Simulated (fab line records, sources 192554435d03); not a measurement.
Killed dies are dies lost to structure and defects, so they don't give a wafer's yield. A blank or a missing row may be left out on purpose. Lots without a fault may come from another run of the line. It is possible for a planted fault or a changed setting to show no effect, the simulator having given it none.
What tool caused it? || flow n5 finfet || 27 wafers from 10 lots sampled at 6 of the route's 1938 steps

## WHAT THE GAUGES SHOWED, per wafer
N5_PMOS_HMC_CHANNEL_EPI_THK_MEAS_22. Usual: HMC_CMP_THK typically reads 53.8 nm, with standard deviation 0.9.
{"lot": "L694", "measured": "day 1 19:49", "on": "film metro-01", "HMC_CMP_THK (nm)": "52.7 54.2", "flag": ""}
{"lot": "L695", "measured": "day 2 01:47", "on": "film metro-01", "HMC_CMP_THK (nm)": "55.0 54.0 55.2", "flag": ""}
{"lot": "L696", "measured": "day 2 07:35", "on": "film metro-01", "HMC_CMP_THK (nm)": "53.9 52.8", "flag": ""}
{"lot": "L698", "measured": "day 2 20:00", "on": "film metro-02", "HMC_CMP_THK (nm)": "54.0 54.3 52.3", "flag": ""}
{"lot": "L699", "measured": "day 3 02:02", "on": "film metro-01", "HMC_CMP_THK (nm)": "41.0 39.8 40.3", "flag": "OFF"}
{"lot": "L701", "measured": "day 3 14:43", "on": "film metro-02", "HMC_CMP_THK (nm)": "41.7 42.0 42.1", "flag": "OFF"}
{"lot": "L710", "measured": "day 5 19:41", "on": "film metro-01", "HMC_CMP_THK (nm)": "55.5 53.7 55.7", "flag": ""}
{"lot": "L711", "measured": "day 6 01:33", "on": "film metro-02", "HMC_CMP_THK (nm)": "55.6 53.1 53.3", "flag": ""}
{"lot": "L713", "measured": "day 6 14:23", "on": "film metro-02", "HMC_CMP_THK (nm)": "54.7 54.5 54.5", "flag": ""}
{"lot": "L715", "measured": "day 7 02:22", "on": "film metro-01", "HMC_CMP_THK (nm)": "53.4 53.8", "flag": ""}

N5_BEOL_M4_RC_MEAS_101. Usual: DIBL_N 36.3 mV/V, standard deviation 1.6; DIBL_P 36.2 mV/V, standard deviation 2.1; IOFF_N 0.16 nA/um, standard deviation 0.031; IOFF_P 0.21 nA/um, standard deviation 0.034; ION_N 673 uA/um, standard deviation 11; ION_P 461 uA/um, standard deviation 7.4; SS_N 71.6 mV/dec, standard deviation 0.55; SS_P 73.3 mV/dec, standard deviation 0.66; VT_N 251 mV, standard deviation 3.2; VT_P -251 mV, standard deviation 3.5.
{"lot": "L694", "measured": "day 7 13:00", "on": "prober-02", "DIBL_N (mV/V)": "36.6 34.4", "DIBL_P (mV/V)": "35.7 33.3", "IOFF_N (nA/um)": "0.16 0.13", "IOFF_P (nA/um)": "0.23 0.19", "ION_N (uA/um)": "678 683", "ION_P (uA/um)": "469 473", "SS_N (mV/dec)": "72.4 71.6", "SS_P (mV/dec)": "73.7 73.3", "VT_N (mV)": "250 252", "VT_P (mV)": "-252 -250", "flag": ""}
{"lot": "L695", "measured": "day 7 15:59", "on": "prober-02", "DIBL_N (mV/V)": "36.3 36.8 38.4", "DIBL_P (mV/V)": "36.0 36.5 37.9", "IOFF_N (nA/um)": "0.14 0.14 0.17", "IOFF_P (nA/um)": "0.21 0.21 0.25", "ION_N (uA/um)": "683 665 676", "ION_P (uA/um)": "471 462 464", "SS_N (mV/dec)": "71.0 71.5 71.2", "SS_P (mV/dec)": "73.8 73.4 74.0", "VT_N (mV)": "254 253 250", "VT_P (mV)": "-254 -253 -251", "flag": ""}
{"lot": "L696", "measured": "day 7 19:15", "on": "prober-02", "DIBL_N (mV/V)": "33.4 35.0", "DIBL_P (mV/V)": "33.4 36.1", "IOFF_N (nA/um)": "0.12 0.15", "IOFF_P (nA/um)": "0.15 0.20", "ION_N (uA/um)": "664 661", "ION_P (uA/um)": "452 453", "SS_N (mV/dec)": "70.8 71.6", "SS_P (mV/dec)": "72.9 73.3", "VT_N (mV)": "258 249", "VT_P (mV)": "-254 -251", "flag": ""}
{"lot": "L698", "measured": "day 8 17:03", "on": "prober-02", "DIBL_N (mV/V)": "36.0 38.8 38.9", "DIBL_P (mV/V)": "35.8 39.2 39.4", "IOFF_N (nA/um)": "0.14 0.20 0.19", "IOFF_P (nA/um)": "0.22 0.28 0.28", "ION_N (uA/um)": "661 679 675", "ION_P (uA/um)": "460 467 473", "SS_N (mV/dec)": "72.0 71.9 72.2", "SS_P (mV/dec)": "73.4 74.3 74.7", "VT_N (mV)": "255 249 248", "VT_P (mV)": "-250 -244 -244", "flag": ""}
{"lot": "L699", "measured": "day 8 20:27", "on": "prober-01", "DIBL_N (mV/V)": "34.0 35.5 32.7", "DIBL_P (mV/V)": "34.1 35.7 32.4", "IOFF_N (nA/um)": "0.12 0.15 0.11", "IOFF_P (nA/um)": "0.20 0.21 0.18", "ION_N (uA/um)": "665 666 669", "ION_P (uA/um)": "465 461 468", "SS_N (mV/dec)": "70.5 70.8 70.6", "SS_P (mV/dec)": "73.1 73.2 72.9", "VT_N (mV)": "253 251 256", "VT_P (mV)": "-249 -247 -252", "flag": ""}
{"lot": "L701", "measured": "day 9 12:53", "on": "prober-01", "DIBL_N (mV/V)": "35.2 34.9 36.1", "DIBL_P (mV/V)": "34.9 34.1 35.5", "IOFF_N (nA/um)": "0.13 0.12 0.14", "IOFF_P (nA/um)": "0.17 0.17 0.18", "ION_N (uA/um)": "663 655 669", "ION_P (uA/um)": "448 452 454", "SS_N (mV/dec)": "71.0 70.8 71.9", "SS_P (mV/dec)": "72.3 72.7 72.6", "VT_N (mV)": "254 253 255", "VT_P (mV)": "-255 -255 -254", "flag": ""}
{"lot": "L710", "measured": "day 11 05:26", "on": "prober-02", "DIBL_N (mV/V)": "37.3 33.8 35.9", "DIBL_P (mV/V)": "38.7 33.8 36.8", "IOFF_N (nA/um)": "0.19 0.12 0.17", "IOFF_P (nA/um)": "0.27 0.20 0.24", "ION_N (uA/um)": "687 680 680", "ION_P (uA/um)": "475 476 469", "SS_N (mV/dec)": "71.9 70.7 71.6", "SS_P (mV/dec)": "73.0 72.2 73.1", "VT_N (mV)": "245 252 247", "VT_P (mV)": "-241 -248 -244", "flag": ""}
{"lot": "L711", "measured": "day 11 13:49", "on": "prober-02", "DIBL_N (mV/V)": "36.2 38.6 35.8", "DIBL_P (mV/V)": "33.6 36.5 33.4", "IOFF_N (nA/um)": "0.13 0.18 0.13", "IOFF_P (nA/um)": "0.19 0.23 0.19", "ION_N (uA/um)": "663 679 653", "ION_P (uA/um)": "451 464 456", "SS_N (mV/dec)": "71.1 71.7 71.4", "SS_P (mV/dec)": "72.5 73.8 73.3", "VT_N (mV)": "253 252 253", "VT_P (mV)": "-255 -248 -254", "flag": ""}
{"lot": "L713", "measured": "day 12 04:56", "on": "prober-01", "DIBL_N (mV/V)": "36.5 36.2 35.5", "DIBL_P (mV/V)": "37.0 36.8 34.7", "IOFF_N (nA/um)": "0.16 0.15 0.13", "IOFF_P (nA/um)": "0.20 0.20 0.17", "ION_N (uA/um)": "669 665 661", "ION_P (uA/um)": "462 460 452", "SS_N (mV/dec)": "72.3 71.2 71.5", "SS_P (mV/dec)": "73.6 73.7 73.0", "VT_N (mV)": "251 251 256", "VT_P (mV)": "-249 -251 -253", "flag": ""}
{"lot": "L715", "measured": "day 12 17:08", "on": "prober-01", "DIBL_N (mV/V)": "36.8 38.1", "DIBL_P (mV/V)": "35.2 37.4", "IOFF_N (nA/um)": "0.15 0.17", "IOFF_P (nA/um)": "0.19 0.21", "ION_N (uA/um)": "667 689", "ION_P (uA/um)": "454 464", "SS_N (mV/dec)": "71.3 71.6", "SS_P (mV/dec)": "73.0 74.0", "VT_N (mV)": "253 246", "VT_P (mV)": "-254 -253", "flag": ""}

## WHAT TOOL EACH LOT RAN ON (gives the tool, then ch and the chambers of the sampled wafers, and finally the start)
{"lot": "L694", "N5_ZERO_LAYER_STRIP_24": "plasma asher-02 ch 1, day 1 13:01", "N5_WELL_APT_EPI_41": "epi rpcvd-03 ch 0, day 1 16:25", "N5_PMOS_HMC_CHANNEL_EPI_EPI_20": "epi rpcvd-02 ch 0, day 1 18:17", "N5_FIN_SAQP_PECVD_47": "pecvd-02 ch 0,1, day 1 21:01"}
{"lot": "L695", "N5_ZERO_LAYER_STRIP_24": "plasma asher-01 ch 0,1, day 1 18:56", "N5_WELL_APT_EPI_41": "epi rpcvd-02 ch 0, day 1 22:19", "N5_PMOS_HMC_CHANNEL_EPI_EPI_20": "epi rpcvd-03 ch 0, day 2 00:33", "N5_FIN_SAQP_PECVD_47": "pecvd-02 ch 0,1, day 2 02:59"}
{"lot": "L696", "N5_ZERO_LAYER_STRIP_24": "plasma asher-01 ch 1, day 2 00:55", "N5_WELL_APT_EPI_41": "epi rpcvd-01 ch 0, day 2 04:02", "N5_PMOS_HMC_CHANNEL_EPI_EPI_20": "epi rpcvd-03 ch 0, day 2 06:09", "N5_FIN_SAQP_PECVD_47": "pecvd-04 ch 0,1, day 2 08:46"}
{"lot": "L698", "N5_ZERO_LAYER_STRIP_24": "plasma asher-02 ch 0, day 2 13:01", "N5_WELL_APT_EPI_41": "epi rpcvd-02 ch 0, day 2 16:34", "N5_PMOS_HMC_CHANNEL_EPI_EPI_20": "epi rpcvd-04 ch 0, day 2 18:22", "N5_FIN_SAQP_PECVD_47": "pecvd-02 ch 1,2, day 2 21:08"}
{"lot": "L699", "N5_ZERO_LAYER_STRIP_24": "plasma asher-01 ch 0,1, day 2 19:14", "N5_WELL_APT_EPI_41": "epi rpcvd-02 ch 0, day 2 22:28", "N5_PMOS_HMC_CHANNEL_EPI_EPI_20": "epi rpcvd-03 ch 0, day 3 00:41", "N5_FIN_SAQP_PECVD_47": "pecvd-01 ch 0,2, day 3 03:20"}
{"lot": "L701", "N5_ZERO_LAYER_STRIP_24": "plasma asher-02 ch 1, day 3 07:01", "N5_WELL_APT_EPI_41": "epi rpcvd-02 ch 0, day 3 11:14", "N5_PMOS_HMC_CHANNEL_EPI_EPI_20": "epi rpcvd-03 ch 0, day 3 13:13", "N5_FIN_SAQP_PECVD_47": "pecvd-02 ch 0,1,2, day 3 15:58"}
{"lot": "L710", "N5_ZERO_LAYER_STRIP_24": "plasma asher-01 ch 0,1, day 5 12:54", "N5_WELL_APT_EPI_41": "epi rpcvd-01 ch 0, day 5 16:00", "N5_PMOS_HMC_CHANNEL_EPI_EPI_20": "epi rpcvd-02 ch 0, day 5 17:40", "N5_FIN_SAQP_PECVD_47": "pecvd-02 ch 0,1, day 5 20:50"}
{"lot": "L711", "N5_ZERO_LAYER_STRIP_24": "plasma asher-01 ch 0,1, day 5 18:53", "N5_WELL_APT_EPI_41": "epi rpcvd-03 ch 0, day 5 21:55", "N5_PMOS_HMC_CHANNEL_EPI_EPI_20": "epi rpcvd-02 ch 0, day 5 23:55", "N5_FIN_SAQP_PECVD_47": "pecvd-01 ch 1,2, day 6 02:53"}
{"lot": "L713", "N5_ZERO_LAYER_STRIP_24": "plasma asher-01 ch 0,1, day 6 06:55", "N5_WELL_APT_EPI_41": "epi rpcvd-03 ch 0, day 6 10:31", "N5_PMOS_HMC_CHANNEL_EPI_EPI_20": "epi rpcvd-04 ch 0, day 6 12:44", "N5_FIN_SAQP_PECVD_47": "pecvd-02 ch 0,2, day 6 15:37"}
{"lot": "L715", "N5_ZERO_LAYER_STRIP_24": "plasma asher-01 ch 0,1, day 6 19:01", "N5_WELL_APT_EPI_41": "epi rpcvd-03 ch 0, day 6 22:52", "N5_PMOS_HMC_CHANNEL_EPI_EPI_20": "epi rpcvd-02 ch 0, day 7 00:56", "N5_FIN_SAQP_PECVD_47": "pecvd-04 ch 1,2, day 7 03:37"}
- N5_ZERO_LAYER_STRIP_24: strips in O2.
- N5_WELL_APT_EPI_41: deposits Si from SiH4/H2, target thk 50 nm, time 297.7 s.
- N5_PMOS_HMC_CHANNEL_EPI_EPI_20: deposits SiGe30, target thk 59 nm.
- N5_FIN_SAQP_PECVD_47: deposits a-Si from SiH4/He, target thk 45 nm, time 36.3 s.

## AS READ BY THE TOOLS THEMSELVES (means over the sampled wafers that have a number; for cases with no such wafer, the mark the record gives instead)
N5_ZERO_LAYER_STRIP_24. Usual: drypump motor current A 6.1 A, standard deviation 0.46; heater power w 348 W, standard deviation 26; o2 flow sccm 6756 sccm, standard deviation 20; oes product au 0.647 a.u., standard deviation 0.0052; strip time to endpoint s 43.90 s, standard deviation 0.088.
{"lot": "L694", "tool": "plasma asher-02", "drypump motor current A (A)": 5.4, "heater power w (W)": 321, "o2 flow sccm (sccm)": 6775, "oes product au (a.u.)": 0.651, "strip time to endpoint s (s)": 43.89, "flag": ""}
{"lot": "L695", "tool": "plasma asher-01", "drypump motor current A (A)": 6.5, "heater power w (W)": 358, "o2 flow sccm (sccm)": 6763, "oes product au (a.u.)": 0.644, "strip time to endpoint s (s)": 43.96, "flag": ""}
{"lot": "L696", "tool": "plasma asher-01", "drypump motor current A (A)": 6.6, "heater power w (W)": 348, "o2 flow sccm (sccm)": 6758, "oes product au (a.u.)": 0.649, "strip time to endpoint s (s)": 44.00, "flag": ""}
{"lot": "L698", "tool": "plasma asher-02", "drypump motor current A (A)": 6.3, "heater power w (W)": 334, "o2 flow sccm (sccm)": 6736, "oes product au (a.u.)": 0.642, "strip time to endpoint s (s)": 43.91, "flag": ""}
{"lot": "L699", "tool": "plasma asher-01", "drypump motor current A (A)": 6.5, "heater power w (W)": 358, "o2 flow sccm (sccm)": 6754, "oes product au (a.u.)": 0.641, "strip time to endpoint s (s)": 43.90, "flag": ""}
{"lot": "L701", "tool": "plasma asher-02", "drypump motor current A (A)": 5.4, "heater power w (W)": 325, "o2 flow sccm (sccm)": 6731, "oes product au (a.u.)": 0.649, "strip time to endpoint s (s)": 43.83, "flag": ""}
{"lot": "L710", "tool": "plasma asher-01", "drypump motor current A (A)": 6.4, "heater power w (W)": 377, "o2 flow sccm (sccm)": 6767, "oes product au (a.u.)": 0.648, "strip time to endpoint s (s)": 43.91, "flag": ""}
{"lot": "L711", "tool": "plasma asher-01", "drypump motor current A (A)": 6.4, "heater power w (W)": 379, "o2 flow sccm (sccm)": 6763, "oes product au (a.u.)": 0.649, "strip time to endpoint s (s)": 44.00, "flag": ""}
{"lot": "L713", "tool": "plasma asher-01", "drypump motor current A (A)": 6.5, "heater power w (W)": 357, "o2 flow sccm (sccm)": 6748, "oes product au (a.u.)": 0.651, "strip time to endpoint s (s)": 43.84, "flag": ""}
{"lot": "L715", "tool": "plasma asher-01", "drypump motor current A (A)": 6.4, "heater power w (W)": 365, "o2 flow sccm (sccm)": 6766, "oes product au (a.u.)": 0.643, "strip time to endpoint s (s)": 43.77, "flag": ""}

N5_WELL_APT_EPI_41. Usual: throttle valve pct reads 11.12 % (standard deviation 0.19).
{"lot": "L694", "tool": "epi rpcvd-03", "throttle valve pct (%)": 11.16, "flag": ""}
{"lot": "L695", "tool": "epi rpcvd-02", "throttle valve pct (%)": 11.25, "flag": ""}
{"lot": "L696", "tool": "epi rpcvd-01", "throttle valve pct (%)": 10.95, "flag": ""}
{"lot": "L698", "tool": "epi rpcvd-02", "throttle valve pct (%)": 11.21, "flag": ""}
{"lot": "L699", "tool": "epi rpcvd-02", "throttle valve pct (%)": 11.21, "flag": ""}
{"lot": "L701", "tool": "epi rpcvd-02", "throttle valve pct (%)": 11.13, "flag": ""}
{"lot": "L710", "tool": "epi rpcvd-01", "throttle valve pct (%)": 11.02, "flag": ""}
{"lot": "L711", "tool": "epi rpcvd-03", "throttle valve pct (%)": 11.13, "flag": ""}
{"lot": "L713", "tool": "epi rpcvd-03", "throttle valve pct (%)": 10.98, "flag": ""}
{"lot": "L715", "tool": "epi rpcvd-03", "throttle valve pct (%)": 11.11, "flag": ""}

N5_FIN_SAQP_PECVD_47. Usual: heater power w 844 W, standard deviation 96; showerhead plenum p Torr 5.64 Torr, standard deviation 0.049; throttle valve pct 18.5 %, standard deviation 1.3.
{"lot": "L694", "tool": "pecvd-02", "heater power w (W)": 917, "showerhead plenum p Torr (Torr)": 5.65, "throttle valve pct (%)": 18.1, "flag": ""}
{"lot": "L695", "tool": "pecvd-02", "heater power w (W)": 872, "showerhead plenum p Torr (Torr)": 5.63, "throttle valve pct (%)": 18.2, "flag": ""}
{"lot": "L696", "tool": "pecvd-04", "heater power w (W)": 873, "showerhead plenum p Torr (Torr)": 5.63, "throttle valve pct (%)": 19.5, "flag": ""}
{"lot": "L698", "tool": "pecvd-02", "heater power w (W)": 874, "showerhead plenum p Torr (Torr)": 5.70, "throttle valve pct (%)": 18.8, "flag": ""}
{"lot": "L699", "tool": "pecvd-01", "heater power w (W)": 839, "showerhead plenum p Torr (Torr)": 5.67, "throttle valve pct (%)": 17.3, "flag": ""}
{"lot": "L701", "tool": "pecvd-02", "heater power w (W)": 877, "showerhead plenum p Torr (Torr)": 5.66, "throttle valve pct (%)": 18.5, "flag": ""}
{"lot": "L710", "tool": "pecvd-02", "heater power w (W)": 881, "showerhead plenum p Torr (Torr)": 5.64, "throttle valve pct (%)": 18.4, "flag": ""}
{"lot": "L711", "tool": "pecvd-01", "heater power w (W)": 768, "showerhead plenum p Torr (Torr)": 5.67, "throttle valve pct (%)": 17.7, "flag": ""}
{"lot": "L713", "tool": "pecvd-02", "heater power w (W)": 868, "showerhead plenum p Torr (Torr)": 5.62, "throttle valve pct (%)": 18.4, "flag": ""}
{"lot": "L715", "tool": "pecvd-04", "heater power w (W)": 905, "showerhead plenum p Torr (Torr)": 5.65, "throttle valve pct (%)": 18.9, "flag": ""}

## THE ANSWER, worked out from the rows above alone
Rule: a lot counts as off when the mean over its wafers that have a number is more than 3 standard deviations away from the usual mean. A lot without any number at a reading at which 4 lots or more have one is off too. The other lots that the step has rows for count as sound. After the gauges, taken in route order, come the tools' own readings; for these a lot's mean is taken, as printed above. At the first step where some lot is off, the reading lying furthest off is the one used; lots without a number count as furthest.
Off: L699, L701, seen at N5_PMOS_HMC_CHANNEL_EPI_THK_MEAS_22 (HMC_CMP_THK).
A tool fits if, at a process step before that reading, it ran every lot that is off, and no sound lot after the first of them. Those tools and the gauges at N5_PMOS_HMC_CHANNEL_EPI_THK_MEAS_22 are tried in the same way. 2 tools fit, epi rpcvd-02 at N5_WELL_APT_EPI_41 and epi rpcvd-03 at N5_PMOS_HMC_CHANNEL_EPI_EPI_20, so this cannot tell which one it is.

## WHAT THE SIMULATOR HAD INSERTED
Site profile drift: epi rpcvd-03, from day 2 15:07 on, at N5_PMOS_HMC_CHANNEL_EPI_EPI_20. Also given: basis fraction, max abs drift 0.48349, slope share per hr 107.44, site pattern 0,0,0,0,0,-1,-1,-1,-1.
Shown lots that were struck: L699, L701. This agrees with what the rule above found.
